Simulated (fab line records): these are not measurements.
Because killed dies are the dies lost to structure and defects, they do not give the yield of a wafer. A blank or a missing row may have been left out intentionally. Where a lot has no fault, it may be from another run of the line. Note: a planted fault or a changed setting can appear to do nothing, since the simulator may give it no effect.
Which tool did it? ; flow nand harc ; 12 lots with 36 wafers sampled at 5 steps, on a route of 1159 steps

## WHAT THE GAUGES SHOWED, per wafer
NHARC_P_M1_CD_MEAS_16. Usual: cd nm reads 130.1 nm (standard deviation 0.74).
lot;measured;on;cd nm (nm);flag
L445;day 5 17:44;cd sem-02;131.0 129.7 130.5;
L447;day 6 03:20;cd sem-01;130.6 130.0 130.4;
L446;day 6 03:49;cd sem-03;129.6 129.7 128.9;
L448;day 6 21:24;cd sem-02;129.3 130.6 129.1;
L450;day 7 07:01;cd sem-03;130.1 128.8 129.2;
L451;day 7 12:52;cd sem-02;129.5 128.1 129.1;
L455;day 8 10:47;cd sem-03;130.5 130.4 130.0;
L457;day 9 07:05;cd sem-01;129.7 128.9 129.7;
L459;day 9 07:25;cd sem-03;129.1 130.1 130.6;
L464;day 10 14:35;cd sem-01;130.0 130.5 130.2;
L465;day 11 00:59;cd sem-03;129.7 129.6 129.8;
L466;day 11 10:40;cd sem-02;130.2 129.8 128.6;

NHARC_END_SORT_01. Usual: defect limited yield 95.4 %, standard deviation 1.7; killed at array 27, standard deviation 11; killed at other 0.6, standard deviation 0.89; killed at periphery 3.0, standard deviation 2.4; killed dies 31, standard deviation 12; killed open 3.2, standard deviation 1.6; killed short 2.0, standard deviation 1.5; sort_bin_2_pct 1.5 %, standard deviation 0.69; sort_bin_3_pct 0.23 %, standard deviation 0.22; sort_bin_4_pct 2.9 %, standard deviation 1.1; sort n pass 646, standard deviation 12; sort rim yield pct 94 %, standard deviation 3.3; sort yield pct 95.4 %, standard deviation 1.7.
lot;measured;on;defect limited yield (%);killed at array;killed at other;killed at periphery;killed dies;killed open;killed short;sort_bin_2_pct (%);sort_bin_3_pct (%);sort_bin_4_pct (%);sort n pass;sort rim yield pct (%);sort yield pct (%);flag
L447;day 19 17:01;prober-01;97.5 96.2 96.6;16 23 19;0 0 3;1 3 1;17 26 23;4 3 3;2 2 2;0.7 1.0 1.0;0 0.44 0.30;1.8 2.4 2.1;660 651 654;98 95 95;97.5 96.2 96.6;
L451;day 20 16:35;prober-02;96.9 96.2 97.2;13 16 17;0 2 0;8 8 2;21 26 19;6 5 2;1 3 2;1.2 1.3 1.6;0 0.15 0.15;1.9 2.4 1.0;656 651 658;92 96 95;96.9 96.2 97.2;
L455;day 21 20:29;prober-01;95.0 95.0 95.6;30 31 25;1 0 0;3 3 5;34 34 30;5 2 3;2 2 6;1.3 1.5 1.6;0.30 0.15 0.44;3.4 3.4 2.4;643 643 647;91 97 97;95.0 95.0 95.6;
L459;day 22 13:37;prober-01;95.3 94.4 94.5;29 35 30;2 0 1;1 3 6;32 38 37;5 3 5;3 3 4;2.1 0.6 1.5;0.15 0.89 0.44;2.5 4.1 3.5;645 639 640;93 94 92;95.3 94.4 94.5;
L464;day 24 03:31;prober-01;95.6 96.5 96.8;27 22 21;1 1 0;2 1 1;30 24 22;2 2 0;1 0 1;2.7 1.3 0.4;0.15 0 0.59;1.6 2.2 2.2;647 653 655;99 99 99;95.6 96.5 96.8;
L466;day 24 11:31;prober-01;95.3 93.5 94.1;26 36 35;1 0 2;5 8 3;32 44 40;2 3 1;2 0 2;2.4 1.8 2.1;0.59 0.30 0.44;1.8 4.4 3.4;645 633 637;90 86 90;95.3 93.5 94.1;

## EACH LOT AND THE TOOL THAT RAN IT (in order: tool; ch and the chambers of the sampled wafers; start)
lot;NHARC_P_M0_PRE_CLEAN_31;NHARC_P_M1_ETCH_28;NHARC_P_M1_ANNEAL_31
L445;pecvd-02 ch 0,2, day 5 16:02;rie diel-01 ch 0,1,2, day 5 18:02;rtp anneal-01 ch 0, day 5 19:11
L447;pecvd-02 ch 0,1,2, day 6 01:40;rie diel-01 ch 0,1,2, day 6 03:39;rtp anneal-02 ch 0, day 6 05:09
L446;pecvd-02 ch 0,1,2, day 6 02:01;rie diel-12 ch 0,1,2, day 6 04:07;rtp anneal-02 ch 0, day 6 05:35
L448;pecvd-03 ch 0,2, day 6 19:33;rie diel-12 ch 0,1,3, day 6 21:43;rtp anneal-01 ch 0, day 6 23:00
L450;pecvd-04 ch 0,1, day 7 05:12;rie diel-08 ch 1,2,3, day 7 07:20;rtp anneal-02 ch 0, day 7 08:29
L451;pecvd-03 ch 0,1, day 7 10:59;rie diel-08 ch 0,1,2, day 7 13:13;rtp anneal-01 ch 0, day 7 14:20
L455;pecvd-03 ch 1,2, day 8 08:58;rie diel-08 ch 0,1,2, day 8 11:05;rtp anneal-02 ch 0, day 8 12:20
L457;pecvd-02 ch 0,1,2, day 9 05:00;rie diel-08 ch 0,1,2, day 9 07:24;rtp anneal-02 ch 0, day 9 08:32
L459;pecvd-03 ch 1,2, day 9 05:08;rie diel-12 ch 0,1,3, day 9 07:46;rtp anneal-02 ch 0, day 9 08:58
L464;pecvd-04 ch 0,1,2, day 10 12:51;rie diel-08 ch 0,1,3, day 10 14:54;rtp anneal-01 ch 0, day 10 16:02
L465;pecvd-03 ch 0,1,2, day 10 23:11;rie diel-12 ch 2,3, day 11 01:18;rtp anneal-02 ch 0, day 11 02:29
L466;pecvd-02 ch 0,1,2, day 11 08:50;rie diel-01 ch 2,3, day 11 10:59;rtp anneal-02 ch 0, day 11 12:08
- NHARC_P_M0_PRE_CLEAN_31: time 12 s.
- NHARC_P_M1_ETCH_28: etches the open film in CF4/N2, target depth 30 nm, time 72.99 s.
- NHARC_P_M1_ANNEAL_31: time 90 s.

## WHAT THE TOOLS THEMSELVES READ (means of the sampled wafers that have a number; where no wafer has one, the mark that the record gives instead)
NHARC_P_M0_PRE_CLEAN_31. Usual: heater power w reads 628 W (standard deviation 79).
lot;tool;heater power w (W);flag
L445;pecvd-02;647;
L447;pecvd-02;613;
L446;pecvd-02;636;
L448;pecvd-03;571;
L450;pecvd-04;748;
L451;pecvd-03;691;
L455;pecvd-03;615;
L457;pecvd-02;571;
L459;pecvd-03;608;
L464;pecvd-04;670;
L465;pecvd-03;643;
L466;pecvd-02;597;

NHARC_P_M1_ETCH_28. Usual: drypump motor current A 5.7 A, standard deviation 0.37; n2 flow sccm 100.1 sccm, standard deviation 0.34; oes product au 1.000 a.u., standard deviation 0.0093; rf vpp V 314.6 V, standard deviation 2.1; showerhead plenum p Torr 2.65 Torr, standard deviation 0.12; throttle valve pct 19.794 %, standard deviation 0.0086.
lot;tool;drypump motor current A (A);n2 flow sccm (sccm);oes product au (a.u.);rf vpp V (V);showerhead plenum p Torr (Torr);throttle valve pct (%);flag
L445;rie diel-01;5.4;100.0;1.013;314.7;2.64;19.797;
L447;rie diel-01;5.5;99.8;1.009;314.0;2.64;19.794;
L446;rie diel-12;5.5;100.1;1.002;316.0;2.70;19.799;
L448;rie diel-12;5.6;100.4;1.005;315.7;2.73;19.788;
L450;rie diel-08;5.8;100.0;1.004;313.9;2.61;19.794;
L451;rie diel-08;6.0;100.2;1.003;313.2;2.58;19.796;
L455;rie diel-08;6.0;100.2;1.000;313.1;2.57;19.793;
L457;rie diel-08;6.0;100.3;1.001;313.0;2.57;19.798;
L459;rie diel-12;5.6;100.0;0.994;315.6;2.72;19.790;
L464;rie diel-08;5.7;100.0;0.997;315.9;2.68;19.790;
L465;rie diel-12;5.9;100.0;0.985;316.2;2.77;19.792;
L466;rie diel-01;5.4;100.4;0.991;313.5;2.59;19.799;

NHARC_P_M1_ANNEAL_31. Usual: wafer_temp_C_max reads 226.0 (standard deviation 0.5).
lot;tool;wafer_temp_C_max;flag
L445;rtp anneal-01;226.5;
L447;rtp anneal-02;225.7;
L446;rtp anneal-02;225.8;
L448;rtp anneal-01;226.5;
L450;rtp anneal-02;225.5;
L451;rtp anneal-01;226.5;
L455;rtp anneal-02;225.5;
L457;rtp anneal-02;225.7;
L459;rtp anneal-02;225.7;
L464;rtp anneal-01;226.5;
L465;rtp anneal-02;225.6;
L466;rtp anneal-02;225.6;

## THE ANSWER, worked out from the rows above alone
Rule: a lot is off if the mean of its wafers that have a number lies more than 3 standard deviations from the usual mean. Also off: a lot with no number at a reading for which 4 or more lots have one. Any other lot the step has rows for is counted as sound. First the gauges in route order, then the tools' own readings, where a lot's mean is used as printed above. The first step at which some lot is off is used, and at that step the reading that is off furthest; a lot without a number counts as furthest.
Nothing can be told from this: no lot is off at any reading shown.

## WHAT THE SIMULATOR HAD INSERTED
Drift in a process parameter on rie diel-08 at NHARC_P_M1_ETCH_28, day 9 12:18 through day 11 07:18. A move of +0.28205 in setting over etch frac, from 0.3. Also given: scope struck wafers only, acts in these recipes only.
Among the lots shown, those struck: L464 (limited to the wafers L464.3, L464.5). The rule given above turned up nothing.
